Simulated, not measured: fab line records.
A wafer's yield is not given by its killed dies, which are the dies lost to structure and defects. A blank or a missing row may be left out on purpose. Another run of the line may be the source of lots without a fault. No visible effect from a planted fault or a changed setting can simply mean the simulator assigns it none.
Chamber matching + flow n5Finfet + N5_ILD0_CMP_12 on cmp-04 has 3 sister chambers
The step polishes SiNx, stops on poly-Si, t overpolish 6 s, target thk 17.67 nm. 3 wafers are shown with their chamber, then 5 later ones without.

EACH WAFER AND ITS CHAMBER
| wafer  | chamber | motorCurrentA (A) |
|--------|---------|-------------------|
| L086.1 | 3       | 9.4               |
| L086.3 | 1       | 10.8              |
| L086.4 | 2       | 9.9               |

WAFERS WITHOUT THEIR CHAMBER
| wafer  | motorCurrentA (A) |
|--------|-------------------|
| L087.3 | 9.7               |
| L087.6 | 9.0               |
| L088.3 | 8.9               |
| L091.2 | 10.2              |
| L091.4 | 10.1              |

WHICH CHAMBER EACH ONE RAN IN
| wafer  | from the rows above          | in truth |
|--------|------------------------------|----------|
| L087.3 | can't be placed: 2 or 3      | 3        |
| L087.6 | can't be placed: 3 or 2      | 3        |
| L088.3 | can't be placed: 3 or 2      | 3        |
| L091.2 | can't be placed: 2 or 1 or 3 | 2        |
| L091.4 | can't be placed: 2 or 3 or 1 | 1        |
0 of 5 placed correctly. Cannot be placed on the basis of these rows: 5; the candidates contain the true chamber in 5. Number placed wrongly: 0.
How it was worked out, from the rows above alone: a wafer's distance from a chamber is the root of the sum, over the readings, of the square of ((its reading less the chamber's mean) divided by the reading's scatter). If the next closest chamber is less than 2 further off than the closest, the wafer can't be placed; otherwise it belongs to the closest. Each chamber's mean is taken over the wafers shown for it. The scatter (one wafer shown for each chamber): square how far every hidden wafer sits from the nearest shown wafer, average those squares and take the square root.
